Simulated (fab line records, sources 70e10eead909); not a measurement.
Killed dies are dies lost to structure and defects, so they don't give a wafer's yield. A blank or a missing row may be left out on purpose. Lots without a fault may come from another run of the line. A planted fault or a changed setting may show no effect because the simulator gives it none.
Which tool did it? | flow nand_harc | 13 lots, 39 wafers sampled, at 5 steps of a route of 1159

WHAT THE GAUGES READ, wafer by wafer
NHARC_END_SORT_01.
lot  | measured     | on        | killed_at_array | killed_at_other | killed_at_periphery | killed_dies | killed_open | killed_short
L461 | day 19 10:24 | prober-01 | 29 26 30        | 1 0 1           | 1 4 1               | 31 30 32    | 2 4 1       | 1 2 1
L464 | day 19 18:58 | prober-01 | 37 29 33        | 1 1 3           | 3 2 14              | 41 32 50    | 3 0 3       | 0 1 1
L465 | day 19 18:16 | prober-02 | 29 23 34        | 0 1 0           | 3 5 1               | 32 29 35    | 1 3 4       | 3 6 4
L466 | day 20 03:07 | prober-01 | 11 8 18         | 0 1 1           | 2 3 3               | 13 12 22    | 1 0 4       | 4 4 2
L469 | day 21 09:51 | prober-01 | 26 27 24        | 0 1 1           | 2 5 3               | 28 33 28    | 4 5 4       | 5 4 3
L468 | day 21 10:40 | prober-02 | 26 30 30        | 0 0 0           | 3 3 3               | 29 33 33    | 1 3 2       | 4 5 7
L475 | day 22 09:46 | prober-02 | 59 42 45        | 0 1 0           | 0 0 2               | 59 43 47    | 8 2 5       | 0 1 3
L478 | day 23 12:31 | prober-02 | 30 35 25        | 1 0 0           | 563 552 571         | 594 587 596 | 3 2 0       | 0 5 1
L477 | day 23 07:05 | prober-01 | 45 52 36        | 4 2 3           | 549 556 561         | 598 610 600 | 4 4 3       | 3 2 1
L480 | day 23 20:16 | prober-01 | 29 23 22        | 0 0 0           | 570 575 573         | 599 598 595 | 3 1 2       | 2 0 0
L482 | day 24 15:41 | prober-01 | 16 23 18        | 0 1 0           | 6 1 2               | 22 25 20    | 5 2 3       | 0 1 5
L483 | day 24 20:26 | prober-02 | 17 20 19        | 0 0 0           | 1 5 1               | 18 25 20    | 5 4 2       | 0 1 3
L484 | day 25 04:28 | prober-01 | 11 9 14         | 0 1 2           | 3 4 2               | 14 14 18    | 1 1 8       | 2 2 2

WHICH TOOL RAN EACH LOT (tool, then ch and the chambers of the sampled wafers, then the start)
lot  | NHARC_P_CONTACT_CMP_01        | NHARC_P_CONTACT_STRIP_28           | NHARC_P_CONTACT_DEGAS_38     | NHARC_P_CONTACT_ALD_22
L461 | cmp-03 ch 0,3, day 5 12:25    | rie_diel-04 ch 1,2, day 5 14:23    | pvd_sputter-01, day 5 15:03  | ald_metal-03 ch 0,1,3, day 5 15:16
L464 | cmp-02 ch 1,2, day 6 00:21    | rie_diel-08 ch 2,3, day 6 02:19    | pvd_sputter-01, day 6 02:57  | ald_metal-04 ch 1,2,3, day 6 03:13
L465 | cmp-03 ch 0,1,3, day 6 10:42  | rie_diel-04 ch 2,3, day 6 12:29    | pvd_sputter-01, day 6 13:07  | ald_metal-04 ch 0,1,3, day 6 13:23
L466 | cmp-02 ch 0,1, day 6 23:46    | rie_diel-04 ch 0,1,2, day 7 01:54  | pvd_sputter-02, day 7 02:31  | ald_metal-01 ch 0,1,2, day 7 02:47
L469 | cmp-03 ch 0,1, day 7 08:46    | rie_diel-04 ch 2,3, day 7 10:53    | pvd_sputter-01, day 7 11:30  | ald_metal-04 ch 0,1, day 7 11:46
L468 | cmp-01 ch 0,3, day 7 08:52    | rie_diel-04 ch 0,3, day 7 10:59    | pvd_sputter-03, day 7 11:36  | ald_metal-01 ch 1,2,3, day 7 11:55
L475 | cmp-02 ch 0,1,3, day 8 23:19  | rie_diel-08 ch 0,1,3, day 9 01:17  | pvd_sputter-03, day 9 01:53  | ald_metal-04 ch 1,2, day 9 02:08
L478 | cmp-03 ch 0,1,3, day 9 15:35  | rie_diel-08 ch 0,1,3, day 9 17:32  | pvd_sputter-02, day 9 18:13  | ald_metal-03 ch 2,3, day 9 18:27
L477 | cmp-03 ch 0,1,2, day 9 16:21  | rie_diel-08 ch 2,3, day 9 18:16    | pvd_sputter-01, day 9 18:58  | ald_metal-04 ch 1,2,3, day 9 19:14
L480 | cmp-03 ch 0,1, day 10 01:25   | rie_diel-04 ch 1,2, day 10 03:45   | pvd_sputter-03, day 10 04:25 | ald_metal-01 ch 1,3, day 10 04:38
L482 | cmp-03 ch 0,2,3, day 11 01:05 | rie_diel-08 ch 0,1,3, day 11 03:04 | pvd_sputter-01, day 11 03:42 | ald_metal-04 ch 0,2,3, day 11 03:59
L483 | cmp-01 ch 1,2,3, day 11 04:53 | rie_diel-08 ch 1,2,3, day 11 06:44 | pvd_sputter-03, day 11 07:23 | ald_metal-03 ch 1,2,3, day 11 07:37
L484 | cmp-01 ch 0,1,2, day 11 14:55 | rie_diel-04 ch 0,2, day 11 16:55   | pvd_sputter-02, day 11 17:34 | ald_metal-03 ch 1,2, day 11 17:47
- NHARC_P_CONTACT_CMP_01: polishes SiO2, target thk 200 nm.
- NHARC_P_CONTACT_STRIP_28: strips in O2.
- NHARC_P_CONTACT_DEGAS_38: time 60 s.
- NHARC_P_CONTACT_ALD_22: deposits TiN, target thk 3 nm, pulse time 1 s, ald cycles 150.

WHAT THE TOOLS THEMSELVES READ (means of the sampled wafers that have a number; where no wafer has one, the mark that the record gives instead)
NHARC_P_CONTACT_CMP_01.
lot  | tool   | motor_current_A (A)
L461 | cmp-03 | 11.2
L464 | cmp-02 | 11.2
L465 | cmp-03 | 11.3
L466 | cmp-02 | 12.8
L469 | cmp-03 | 11.3
L468 | cmp-01 | 12.5
L475 | cmp-02 | 12.1
L478 | cmp-03 | 11.6
L477 | cmp-03 | 10.8
L480 | cmp-03 | 10.9
L482 | cmp-03 | 11.8
L483 | cmp-01 | 12.9
L484 | cmp-01 | 13.4

NHARC_P_CONTACT_STRIP_28.
lot  | tool        | drypump_motor_current_A (A) | mfc_ar_sccm (sccm) | oes_product_au (a.u.) | rf_vpp_V (V) | showerhead_plenum_p_Torr (Torr) | throttle_valve_pct (%)
L461 | rie_diel-04 | 6.09                        | 0.007              | 0.994                 | 57.0         | 3.54                            | 17.036
L464 | rie_diel-08 | 5.66                        | 0.005              | 0.990                 | 58.3         | 3.55                            | 17.038
L465 | rie_diel-04 | 6.19                        | 0.009              | 1.011                 | 57.6         | 3.62                            | 17.033
L466 | rie_diel-04 | 5.87                        | 0.015              | 1.001                 | 57.9         | 3.46                            | 17.033
L469 | rie_diel-04 | 6.13                        | 0.011              | 1.004                 | 58.0         | 3.69                            | 17.037
L468 | rie_diel-04 | 5.74                        | 0.026              | 1.012                 | 58.0         | 3.47                            | 17.032
L475 | rie_diel-08 | 5.65                        | 0.011              | 0.994                 | 58.6         | 3.53                            | 17.043
L478 | rie_diel-08 | 5.62                        | 0.011              | 0.989                 | 57.6         | 3.52                            | 17.039
L477 | rie_diel-08 | 5.65                        | 0.005              | 1.008                 | 57.5         | 3.54                            | 17.036
L480 | rie_diel-04 | 6.08                        | 0.007              | 1.006                 | 58.0         | 3.53                            | 17.043
L482 | rie_diel-08 | 5.63                        | 0.011              | 0.998                 | 58.5         | 3.52                            | 17.038
L483 | rie_diel-08 | 5.59                        | 0.005              | 0.999                 | 57.8         | 3.52                            | 17.037
L484 | rie_diel-04 | 5.80                        | 0.023              | 1.009                 | 57.5         | 3.41                            | 17.034

NHARC_P_CONTACT_DEGAS_38.
lot  | tool           | heater_power_w (W)
L461 | pvd_sputter-01 | 494
L464 | pvd_sputter-01 | 512
L465 | pvd_sputter-01 | 485
L466 | pvd_sputter-02 | 457
L469 | pvd_sputter-01 | 457
L468 | pvd_sputter-03 | 565
L475 | pvd_sputter-03 | 611
L478 | pvd_sputter-02 | 460
L477 | pvd_sputter-01 | 471
L480 | pvd_sputter-03 | 568
L482 | pvd_sputter-01 | 528
L483 | pvd_sputter-03 | 561
L484 | pvd_sputter-02 | 476

NHARC_P_CONTACT_ALD_22.
lot  | tool         | heater_power_outer_w (W) | heater_power_w (W) | precursor_pulse_height_rel
L461 | ald_metal-03 | 725                      | 1039               | 0.992
L464 | ald_metal-04 | 632                      | 1023               | 0.999
L465 | ald_metal-04 | 657                      | 1027               | 0.994
L466 | ald_metal-01 | 685                      | 1102               | 1.000
L469 | ald_metal-04 | 676                      | 1049               | 0.995
L468 | ald_metal-01 | 662                      | 1033               | 1.000
L475 | ald_metal-04 | 649                      | 1066               | 0.991
L478 | ald_metal-03 | -                        | -                  | -
L477 | ald_metal-04 | -                        | -                  | -
L480 | ald_metal-01 | -                        | -                  | -
L482 | ald_metal-04 | 662                      | 1049               | 0.981
L483 | ald_metal-03 | 693                      | 1026               | 0.989
L484 | ald_metal-03 | 652                      | 1023               | 1.004

THE ANSWER, worked out from the rows above alone
Rule: what is usual is taken from the lots themselves. Put in order of their means at a reading, lots are off if they are a third of the lots or fewer, leave a main group of 4 or more, and stand apart from it by a gap of 3 or more times the standard deviation of the main group's means; of several such gaps the widest counts. A main group whose means are all the same, to the digits that the tables above print for the reading, isn't used. A lot without any number at a reading at which 4 lots or more have one is off too. The other lots that the step has rows for count as sound. The gauges are gone through in route order, then the tools' own readings, and for those a lot's mean is taken as printed above. The first step at which some lot is off is used, and at that step the reading that is off furthest; a lot without a number counts as furthest.
Off: L478, L477, L480, at NHARC_END_SORT_01 (killed_at_periphery). The main group: mean 2.9, standard deviation 1.3.
A tool fits if, at a process step before that reading, it ran every lot that is off, and no sound lot after the first of them. The gauges at NHARC_END_SORT_01 aren't tried: what is off there is off at NHARC_P_CONTACT_ALD_22 too, on other tools, and a gauge's error can't cause that. None of those tried fits.

WHAT THE SIMULATOR HAD PUT IN
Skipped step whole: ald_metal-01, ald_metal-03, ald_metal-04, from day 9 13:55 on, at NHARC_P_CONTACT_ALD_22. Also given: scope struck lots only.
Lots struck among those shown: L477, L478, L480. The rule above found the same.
